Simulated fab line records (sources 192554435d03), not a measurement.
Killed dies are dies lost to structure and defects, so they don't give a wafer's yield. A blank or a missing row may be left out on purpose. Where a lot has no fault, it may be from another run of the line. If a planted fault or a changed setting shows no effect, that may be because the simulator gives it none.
fab line records / flow n5Finfet
record: lots: 4 wafers: 12 lastDay: 17
route steps=1938 shown PMOS_HMC_CHANNEL_EPI@87 FIN_SAQP@90 FIN_CUT@165 PASSIVATION@1936
lots with no fault: from the same line, run without faults
startH: start of the lot's first displayed wafer, in hours after the record's first day / waitH: hours from the lot's prior step to this one / " as in the row above / L1.1+2: a single row standing in for several wafers / - either no value or no given start / * or withheld: withheld / < > ~ a bound
route shown NAME@n: a module of which the file shows steps, and the number in the route of the first / usual: mean/standard deviation of fault-free wafers / same: alike in all rows / chamber/n: place in a boat / sites: each site's reading / _std_site: their standard deviation / _edge_site: the outer-site mean with the inner-site mean subtracted / radiusMm: for every site, how far away it sits from the centre of the wafer / mask NAME#n: copy n / behind: the most recent tool/chamber to have shaped the wafer / hold: reason for holding the lot/hours on hold/outcome of the hold / device: transistor that didn't switch, given as n, p or np / end of line: tests run on the same wafers once the route is complete / a step given without rows: its recipe and nothing more / killed: dies lost to structure and defects at the first sort, not the wafer's yield / map: a wafer's dies, x killed, . not, _ none there
set.NAME: the setting the step ran with; set.NAME@STEP: the setting that earlier step ran with / model.NAME: the simulator's own value behind a step, which no gauge read
lots at selected steps of the route; one table per step, one row per wafer
services: when a tool's chamber went out of use (startH, in hours from the record's first day, below 0 if earlier), for how many hours, and the reason
== steps ==
step: N5_PMOS_HMC_CHANNEL_EPI_EPI_26
recipe: material: Si targetThkA: 38 tempC: 650 precursor: SiH4/H2 pressureTorr: 20 timeS: 22.7
step: N5_FIN_SAQP_PRECLEAN_42
recipe: chemistry: O3/DIW timeS: 60 tempC: 22 o3Ppm: 10
step: N5_FIN_SAQP_PRECLEAN_00
recipe: chemistry: SC1 timeS: 60 tempC: 55 mix: 1:2:50
step: N5_FIN_SAQP_PRECLEAN_44
recipe: chemistry: SC2 timeS: 45 tempC: 35 mix: 1:1:50
step: N5_FIN_SAQP_SRD_01
recipe: dry: ipaMarangoni timeS: 30 tempC: 23 rinseLiquid: diw
step: N5_FIN_SAQP_ALD_61
recipe: material: SiO2 targetThkA: 40 tempC: 300 aldPrecursorFamily: BDEAS aldCoReactant: O2-plasma pulseTimeS: 1 purgeTimeS: 2 coReactantPurgeTimeS: 2 aldCycles: 43 pressureTorr: 2
step: N5_FIN_SAQP_DENSIFY_62
recipe: tempC: 700 timeS: 60 ambient: N2 idleTempC: 600 rampUpCPerS: 150 rampDownCPerS: 60 coolToC: 600
step: N5_FIN_SAQP_HM_DEP_03
recipe: material: SiNx targetThkA: 380 tempC: 400 precursor: SiH4/NH3/N2 pressureTorr: 1.5 rfW: 300 timeS: 33.6
step: N5_FIN_SAQP_PECVD_47
recipe: material: a-Si targetThkA: 450 tempC: 400 precursor: SiH4/He pressureTorr: 3 rfW: 100 timeS: 36.3
step: N5_FIN_SAQP_PECVD_48
recipe: material: SiNx targetThkA: 250 tempC: 400 precursor: SiH4/NH3/N2 pressureTorr: 1.5 rfW: 300 timeS: 22.1
usual: heaterPowerW: 779/66 showerheadPlenumPTorr: 5.13/0.066 susceptorTempC: 399.99/0.2 throttleValvePct: 39.5/1.6
lot.wafer=L211.3 tool=pecvd-01 chamber=0 startH=81.36 waitH=0.0 heaterPowerW=709 showerheadPlenumPTorr=5.09 susceptorTempC=400.27 throttleValvePct=37.9
lot.wafer=L211.5 tool=pecvd-01 chamber=1 startH=81.36 waitH=0.0 heaterPowerW=776 showerheadPlenumPTorr=5.16 susceptorTempC=399.92 throttleValvePct=39.8
lot.wafer=L211.6 tool=pecvd-01 chamber=2 startH=81.36 waitH=0.0 heaterPowerW=902 showerheadPlenumPTorr=5.15 susceptorTempC=399.96 throttleValvePct=37.2
lot.wafer=L218.2 tool=pecvd-01 chamber=0 startH=123.53 waitH=0.0 heaterPowerW=731 showerheadPlenumPTorr=5.07 susceptorTempC=399.48 throttleValvePct=38.4
lot.wafer=L218.3 tool=pecvd-01 chamber=2 startH=123.53 waitH=0.0 heaterPowerW=768 showerheadPlenumPTorr=5.16 susceptorTempC=400.03 throttleValvePct=37.7
lot.wafer=L218.6 tool=pecvd-01 chamber=0 startH=123.53 waitH=0.0 heaterPowerW=729 showerheadPlenumPTorr=5.09 susceptorTempC=399.98 throttleValvePct=38.1
lot.wafer=L219.3 tool=pecvd-01 chamber=0 startH=131.21 waitH=0.0 heaterPowerW=682 showerheadPlenumPTorr=5.06 susceptorTempC=399.78 throttleValvePct=38.3
lot.wafer=L219.5 tool=pecvd-01 chamber=2 startH=131.21 waitH=0.0 heaterPowerW=758 showerheadPlenumPTorr=5.15 susceptorTempC=400.07 throttleValvePct=37.4
lot.wafer=L219.6 tool=pecvd-01 chamber=0 startH=131.21 waitH=0.0 heaterPowerW=687 showerheadPlenumPTorr=5.09 susceptorTempC=399.92 throttleValvePct=38.3
lot.wafer=L224.1 tool=pecvd-03 chamber=2 startH=158.81 waitH=0.0 heaterPowerW=725 showerheadPlenumPTorr=5.02 susceptorTempC=400.25 throttleValvePct=40.0
lot.wafer=L224.2 tool=pecvd-03 chamber=1 startH=158.81 waitH=0.0 heaterPowerW=824 showerheadPlenumPTorr=5.19 susceptorTempC=400.54 throttleValvePct=42.4
lot.wafer=L224.5 tool=pecvd-03 chamber=0 startH=158.81 waitH=0.0 heaterPowerW=897 showerheadPlenumPTorr=5.25 susceptorTempC=400.17 throttleValvePct=38.6
step: N5_FIN_SAQP_PECVD_06
recipe: material: a-Si targetThkA: 600 tempC: 400 precursor: SiH4/He pressureTorr: 3 rfW: 100 timeS: 48.1
step: N5_FIN_SAQP_HM_DEP_72
recipe: material: SiO2 targetThkA: 120 tempC: 400 precursor: SiH4/N2O pressureTorr: 0.75 rfW: 275 timeS: 7.2
step: N5_FIN_SAQP_COAT_49
recipe: resist: SOC tempC: 250 timeS: 60 spinRpm: 1500 resistThkNm: 100
step: N5_FIN_SAQP_COAT_50
recipe: resist: SiARC tempC: 220 timeS: 60 spinRpm: 1500 resistThkNm: 35
step: N5_FIN_SAQP_COAT_10
recipe: resist: CAR-ArF spinRpm: 1500 resistThkNm: 90
step: N5_FIN_SAQP_EBR_12
recipe: solvent: PGMEA ebrWidthMm: 1.5
step: N5_FIN_SAQP_SOFTBAKE_11
recipe: tempC: 110 timeS: 60 resist: CAR-ArF
step: N5_FIN_SAQP_EXPOSE_13
recipe: maskId: FIN_CORE na: 1.35 sourceShape: dipole sigmaInner: 0.538 sigmaOuter: 0.738 polarization: te targetCdNm: 35.6 doseMj: 63.25
step: N5_FIN_SAQP_PEB_14
recipe: pebTempC: withheld pebTimeS: 60 resist: CAR-ArF
step: N5_FIN_SAQP_DEVELOP_15
recipe: developTimeS: 30 developer: TMAH resist: CAR-ArF devTempC: 23 rinseLiquid: diw dry: airSpin
step: N5_FIN_SAQP_INSPECT_18
recipe: mode: adi inspectInstrument: brightfield
usual: rawDefectCount: 462/120
lot.wafer=L211.3 tool=defectInspect-01 chamber=- startH=82.04 waitH=0.0 rawDefectCount=409
lot.wafer=L211.5 tool=defectInspect-01 chamber=- startH=82.04 waitH=0.0 rawDefectCount=483
lot.wafer=L211.6 tool=defectInspect-01 chamber=- startH=82.04 waitH=0.0 rawDefectCount=730
lot.wafer=L218.2 tool=defectInspect-01 chamber=- startH=124.21 waitH=0.0 rawDefectCount=1104
lot.wafer=L218.3 tool=defectInspect-01 chamber=- startH=124.21 waitH=0.0 rawDefectCount=1242
lot.wafer=L218.6 tool=defectInspect-01 chamber=- startH=124.21 waitH=0.0 rawDefectCount=1403
lot.wafer=L219.3 tool=defectInspect-01 chamber=- startH=131.89 waitH=0.0 rawDefectCount=1228
lot.wafer=L219.5 tool=defectInspect-01 chamber=- startH=131.89 waitH=0.0 rawDefectCount=1234
lot.wafer=L219.6 tool=defectInspect-01 chamber=- startH=131.89 waitH=0.0 rawDefectCount=1159
lot.wafer=L224.1 tool=defectInspect-02 chamber=- startH=159.48 waitH=0.0 rawDefectCount=412
lot.wafer=L224.2 tool=defectInspect-02 chamber=- startH=159.48 waitH=0.0 rawDefectCount=530
lot.wafer=L224.5 tool=defectInspect-02 chamber=- startH=159.48 waitH=0.0 rawDefectCount=392
step: N5_FIN_SAQP_DESCUM_21
recipe: chemistry: O2 timeS: 7.9 sourcePowerW: 50 biasPowerW: 20 pressureMtorr: 20 rfFrequencyHz: 2.712e+07 tempC: 40 resist: CAR-ArF o2FlowSccm: 225
step: N5_FIN_SAQP_ETCH_51
recipe: chemistry: CF4 target: SiARC targetDepthA: 455 maskMaterial: CAR-ArF timeS: 75.8 ionEnergyEv: 80 pressureMtorr: 40 sourceW: 545 biasW: 36 Ar_flow_sccm: 100 cf4FlowSccm: 100 ends: cleared
step: N5_FIN_SAQP_ETCH_52
recipe: chemistry: N2/H2 target: SOC targetDepthA: 1000 overetchA: 200 maskMaterial: SiARC tempC: 40 timeS: 150 ionEnergyEv: 200 pressureMtorr: 30 sourceW: 840 biasW: 150 n2FlowSccm: 200 h2FlowSccm: 200 ends: endPoint
step: N5_FIN_SAQP_STRIP_53
recipe: chemistry: N2/H2 tempC: 40 n2FlowSccm: 200 h2FlowSccm: 200 rfFrequencyHz: 6e+07
step: N5_FIN_SAQP_HM_OPEN_73
recipe: chemistry: CHF3/O2 target: SiO2 stopOn: a-Si targetDepthA: 120 overEtchFrac: 1.8 maskMaterial: SOC timeS: 16.8 pressureMtorr: 30 sourceW: 650 biasW: 170 Ar_flow_sccm: 200 CHF3_flow_sccm: 50 O2_flow_sccm: 5 ionEnergyEv: 200 ends: endPoint
step: N5_FIN_SAQP_STRIP_74
recipe: chemistry: CHF3/O2 resist: SiARC rfFrequencyHz: 6e+07
step: N5_FIN_SAQP_MANDREL_ETCH_22
recipe: targetDepthA: 600 chemistry: HBr/Cl2 target: a-Si stopOn: SiNx btTimeS: 10 overEtchFrac: 0.5 timeS: 30 pressureMtorr: 10 icpW: 800 biasW: 75 HBr_flow_sccm: 150 Cl2_flow_sccm: 80 ends: endPoint
step: N5_FIN_SAQP_STRIP_55
recipe: chemistry: N2/H2 powerW: 500 tempC: 40 pressureMtorr: 50 rfFrequencyHz: 6e+07 overashFraction: 0.3 biasPowerW: 28 h2Frac: 0.5 n2FlowSccm: 300 h2FlowSccm: 300
step: N5_FIN_SAQP_STRIP_23
recipe: chemistry: SPM timeS: 750 tempC: 130 h2so4H2o2VolRatio: 4
step: N5_FIN_SAQP_SRD_66
recipe: dry: ipaMarangoni timeS: 30 tempC: 23 rinseLiquid: diw
step: N5_FIN_SAQP_RECESS_75
recipe: chemistry: HF/NH3 target: SiO2 targetDepthA: 144 afsCycles: 3 tempC: 30 sublimationTempC: 180 sublimationTimeS: 60
step: N5_FIN_SAQP_SPACER1_ALD_24
recipe: material: SiO2 targetThkA: 203 tempC: 300 aldPrecursorFamily: BDEAS aldCoReactant: O2-plasma pulseTimeS: 1 purgeTimeS: 2 coReactantPurgeTimeS: 2 aldCycles: 218 pressureTorr: 2
step: N5_FIN_SAQP_SPACER1_ETCHBACK_25
recipe: chemistry: CHF3/O2 mode: anisotropicEtchback target: SiO2 targetDepthA: 244 timeS: 12.2 pressureMtorr: 30 sourceW: 650 biasW: 170 Ar_flow_sccm: 200 CHF3_flow_sccm: 50 O2_flow_sccm: 5 ionEnergyEv: 200
step: N5_FIN_SAQP_MANDREL1_REMOVE_56
recipe: chemistry: HBr/Cl2/O2 btTimeS: 10 target: a-Si stopOn: SiNx endpoint: OES-SiCl overEtchFrac: 1 icpW: 600 biasW: 22 HBr_flow_sccm: 150 Cl2_flow_sccm: 80 O2_flow_sccm: 5 pressureMtorr: 10
step: N5_FIN_SAQP_INSPECT_40
recipe: inspectInstrument: brightfield mode: aei
usual: rawDefectCount: 242/67
lot.wafer=L211.3 tool=defectInspect-01 chamber=- startH=87.26 waitH=0.0 rawDefectCount=151
lot.wafer=L211.5 tool=defectInspect-01 chamber=- startH=87.26 waitH=0.0 rawDefectCount=183
lot.wafer=L211.6 tool=defectInspect-01 chamber=- startH=87.26 waitH=0.0 rawDefectCount=137
lot.wafer=L218.2 tool=defectInspect-02 chamber=- startH=130.43 waitH=0.0 rawDefectCount=1028
lot.wafer=L218.3 tool=defectInspect-02 chamber=- startH=130.43 waitH=0.0 rawDefectCount=1014
lot.wafer=L218.6 tool=defectInspect-02 chamber=- startH=130.43 waitH=0.0 rawDefectCount=991
lot.wafer=L219.3 tool=defectInspect-01 chamber=- startH=136.46 waitH=0.0 rawDefectCount=1006
lot.wafer=L219.5 tool=defectInspect-01 chamber=- startH=136.46 waitH=0.0 rawDefectCount=1096
lot.wafer=L219.6 tool=defectInspect-01 chamber=- startH=136.46 waitH=0.0 rawDefectCount=1069
lot.wafer=L224.1 tool=defectInspect-01 chamber=- startH=164.02 waitH=0.0 rawDefectCount=281
lot.wafer=L224.2 tool=defectInspect-01 chamber=- startH=164.02 waitH=0.0 rawDefectCount=260
lot.wafer=L224.5 tool=defectInspect-01 chamber=- startH=164.02 waitH=0.0 rawDefectCount=269
step: N5_FIN_CUT_INSPECT_10
recipe: mode: adi inspectInstrument: brightfield
usual: rawDefectCount: 44/12
lot.wafer=L211.3 tool=defectInspect-01 chamber=- startH=87.69 waitH=0.0 rawDefectCount=34
lot.wafer=L211.5 tool=defectInspect-01 chamber=- startH=87.69 waitH=0.0 rawDefectCount=38
lot.wafer=L211.6 tool=defectInspect-01 chamber=- startH=87.69 waitH=0.0 rawDefectCount=47
lot.wafer=L218.2 tool=defectInspect-01 chamber=- startH=130.82 waitH=0.0 rawDefectCount=857
lot.wafer=L218.3 tool=defectInspect-01 chamber=- startH=130.82 waitH=0.0 rawDefectCount=869
lot.wafer=L218.6 tool=defectInspect-01 chamber=- startH=130.82 waitH=0.0 rawDefectCount=869
lot.wafer=L219.3 tool=defectInspect-02 chamber=- startH=136.85 waitH=0.0 rawDefectCount=825
lot.wafer=L219.5 tool=defectInspect-02 chamber=- startH=136.85 waitH=0.0 rawDefectCount=878
lot.wafer=L219.6 tool=defectInspect-02 chamber=- startH=136.85 waitH=0.0 rawDefectCount=849
lot.wafer=L224.1 tool=defectInspect-02 chamber=- startH=164.42 waitH=0.1 rawDefectCount=50
lot.wafer=L224.2 tool=defectInspect-02 chamber=- startH=164.42 waitH=0.1 rawDefectCount=42
lot.wafer=L224.5 tool=defectInspect-02 chamber=- startH=164.42 waitH=0.1 rawDefectCount=36
step: N5_PASSIVATION_PROBE_49
usual: killed_at_M0_to_M3: 33/9.1 killed_at_M4_up: 14/5.6 killedAtContacts: 13/5.7 killedAtFrontEnd: 42/12 killedAtOther: 4/3 killedDies: 105/16 killedOpen: 69/11 killedShort: 34/7.5
same: grossDies: 1180 killedAtBackSide: 0
lot.wafer=L218.2 tool=prober-01 chamber=- startH=368.31 waitH=0.1 killed_at_M0_to_M3=23 killed_at_M4_up=9 killedAtContacts=4 killedAtFrontEnd=169 killedAtOther=6 killedDies=211 killedOpen=57 killedShort=16
lot.wafer=L218.3 tool=prober-01 chamber=- startH=368.36 waitH=0.1 killed_at_M0_to_M3=23 killed_at_M4_up=8 killedAtContacts=15 killedAtFrontEnd=184 killedAtOther=16 killedDies=246 killedOpen=63 killedShort=30
lot.wafer=L218.6 tool=prober-01 chamber=- startH=368.51 waitH=0.3 killed_at_M0_to_M3=26 killed_at_M4_up=7 killedAtContacts=7 killedAtFrontEnd=162 killedAtOther=5 killedDies=207 killedOpen=51 killedShort=14
lot.wafer=L219.3 tool=prober-01 chamber=- startH=378.34 waitH=0.1 killed_at_M0_to_M3=25 killed_at_M4_up=23 killedAtContacts=10 killedAtFrontEnd=175 killedAtOther=6 killedDies=239 killedOpen=66 killedShort=36
lot.wafer=L219.5 tool=prober-01 chamber=- startH=378.44 waitH=0.2 killed_at_M0_to_M3=39 killed_at_M4_up=14 killedAtContacts=15 killedAtFrontEnd=183 killedAtOther=6 killedDies=257 killedOpen=82 killedShort=43
lot.wafer=L219.6 tool=prober-01 chamber=- startH=378.49 waitH=0.3 killed_at_M0_to_M3=21 killed_at_M4_up=21 killedAtContacts=13 killedAtFrontEnd=192 killedAtOther=9 killedDies=256 killedOpen=73 killedShort=44
killed by level:class
L218.2 FIN_SAQP:unspecified=138 STI_FIN_REVEAL:geometricParticle:open=13 BEOL_M1:geometricParticle:open=10 BEOL_M0_SAQP:geometricParticle:open=5 BEOL_M5:geometricParticle:open=4 FIN_CUT:geometricParticle:short=3 GATE_CUT:geometricParticle:open=3 MOL_CONTACT_COAG:geometricParticle:open=3
L218.3 FIN_SAQP:unspecified=153 MOL_CONTACT_COAG:geometricParticle:open=13 STI_FIN_REVEAL:geometricParticle:open=7 BEOL_M2:geometricParticle:open=6 FIN_SAQP:geometricParticle:open=5 BEOL_M1:geometricParticle:open=4 BEOL_M5:geometricParticle:open=4 MIM_BOT:geometricParticle:short=4
L218.6 FIN_SAQP:unspecified=142 MOL_CONTACT_COAG:geometricParticle:open=7 BEOL_M0_SAQP:geometricParticle:short=7 BEOL_M3:geometricParticle:open=7 STI_FIN_REVEAL:geometricParticle:open=5 GATE_CUT:geometricParticle:open=4 BEOL_M0_SAQP:geometricParticle:open=4 BEOL_M4:geometricParticle:open=4
L219.3 FIN_SAQP:unspecified=136 BEOL_M4:geometricParticle:open=13 FIN_SAQP:geometricParticle:open=11 FIN_SAQP:geometricParticle:short=10 MOL_CONTACT_COAG:geometricParticle:open=7 BEOL_M1:geometricParticle:open=5 DUMMY_GATE:geometricParticle:open=4 ILD0:geometricParticle:short=4
L219.5 FIN_SAQP:unspecified=132 STI_FIN_REVEAL:geometricParticle:open=16 FIN_SAQP:geometricParticle:open=12 MOL_CONTACT_COAG:geometricParticle:open=12 BEOL_M4:geometricParticle:open=9 BEOL_M2:geometricParticle:open=8 BEOL_M0_SAQP:geometricParticle:short=7 FIN_SAQP:geometricParticle:short=6
L219.6 FIN_SAQP:unspecified=138 BEOL_M4:geometricParticle:open=13 FIN_SAQP:geometricParticle:short=12 MOL_CONTACT_COAG:geometricParticle:open=12 FIN_SAQP:geometricParticle:open=9 BEOL_M3:geometricParticle:open=8 STI_FIN_REVEAL:geometricParticle:open=7 GATE_CUT:geometricParticle:short=6
map L218.3 (x killed, . not)
_________________........xx..________________
______________..xx..xxx.......x._____________
___________.x.xx..x.xxxx...........__________
__________...xxxxxxxxxxxxx....x....._________
________....xxxxxxxxxxxxxx..x....x...._______
_______...x..xxxxxxxxxxxxx.x........x..______
______......xxxxxxxxxxxxxxxx......xx...._____
_____xx......xxxxxxxxxxxxxx..........x...____
____.......xxxxxxxxxxxxxxxx..........x...x___
___.......x.xxxxxxxxxxxxxxxx...............__
___........x.xxxxxxxxxxxxxx..x..........x.x__
__...........xxxxxxxxxxxx..x.....x...x....x._
__.x.......xx.x.xxxxxxxxx.....x.........x..._
_................xxx....xx....x...x.....x....
_........x......x..xx....x..x......x.........
_..................................x.........
_.............x..x...x.................x.....
_x..............x............................
_...........x...........................x.x..
_.x........................xx................
_...............x.............x...xx....x...x
__..........x..............................._
__......x......x....x..x.......x........x..._
___.........x..........x..................x__
___...................................x....__
____..............x.....x.................___
_____.............x....x.x..x............____
______........x.......xx.x.xx..........._____
_______....x...............x...........______
________.x.................x..x......._______
__________......x......x............_________
___________.......................x__________
______________.................._____________
_________________............________________
map L219.5 (x killed, . not)
_________________........x...________________
______________......x...x......._____________
___________....xxx..x..xx.........x__________
__________...xxxxxxxxxxx......xx...._________
________.x...xxxxxxxxxxxxx.x...x......_______
_______......xxxxxxxxxxxxx.x...x.......______
______....xx.xxxxxxxxxxxxxx.....x......._____
_____........xxxxxxxxxxxxxxx...x....x....____
____.....x..xxxxxxxxxxxxxx.x.........x....___
___.x..x.....xxxxxxxxxxxxxx.........x..x...__
___.x.....x..xxxxxxxxxxx.x.x............xx.__
__...xx.......xxxxxxxxxx..x.....x..x...x...._
__...x..x.......x.x.x.x.................x..x_
_.........xx..x....xx..x..x............x.....
_x..................x....x.....x.....x.......
_......x..x...x.....x....xx..................
_x..........x.....x........xxx........xx...x.
_...x......x.................................
_....................x..x..........xx.....x..
_x..x...........x................x...x.x....x
_.x.........................x................
__...........x......x..........x....xxx..x.._
__...............x...............x......x..._
___.....x..............xx.........x.....x..__
___x.....x..................x..............__
____.......x......x..........x..........x.___
_____........xx......xx............x.....____
______.x................x..............x_____
_______...x......x........x......xx....______
________....x..x...................x.._______
__________.....x.......x..x........._________
___________.x.........x.....xx.....__________
______________....x...x......x.._____________
_________________.........x..________________
== services ==
tool=pecvd-01 chamber=1 startH=58.57 hours=5.5 kind=scheduledDown
tool=pecvd-01 chamber=2 startH=114.12 hours=2.1 kind=scheduledDown
== key ==
firstSign: step: N5_FIN_SAQP_INSPECT_18 reading: rawDefectCount direction: up sigmas: 6.3 usual: 462 struck: 1228
effect: step: N5_FIN_SAQP_INSPECT_40 reading: rawDefectCount direction: up sigmas: 12 usual: 242 struck: 1034
effect: step: N5_FIN_CUT_INSPECT_10 reading: rawDefectCount direction: up sigmas: 70 usual: 44 struck: 858
effect: step: N5_PASSIVATION_PROBE_49 reading: killedAtFrontEnd direction: up sigmas: 11 usual: 42 struck: 178
moreKillsBornAt: N5_FIN_SAQP_PECVD_48@pecvd-01: 839
metAt N5_FIN_SAQP_PECVD_48
struckWafers L218.2,L218.3,L218.6,L219.3,L219.5,L219.6
testerLeftOut L218,L219
onsetBetween 81.36 123.53
fault: kind: chamberParticleSource tool: pecvd-01 chamber: - onsetH: 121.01 steps: N5_FIN_SAQP_PECVD_48 ratePerVisitCm2: 1.2568 endH: 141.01
testerLeftOut: of these lots the tester's yield and bins aren't shown, on N5 and GAA mostly nor the transistor test; their killed dies are dies lost to structure and defects alone, not to doping, threshold or leakage, so they don't give the yield
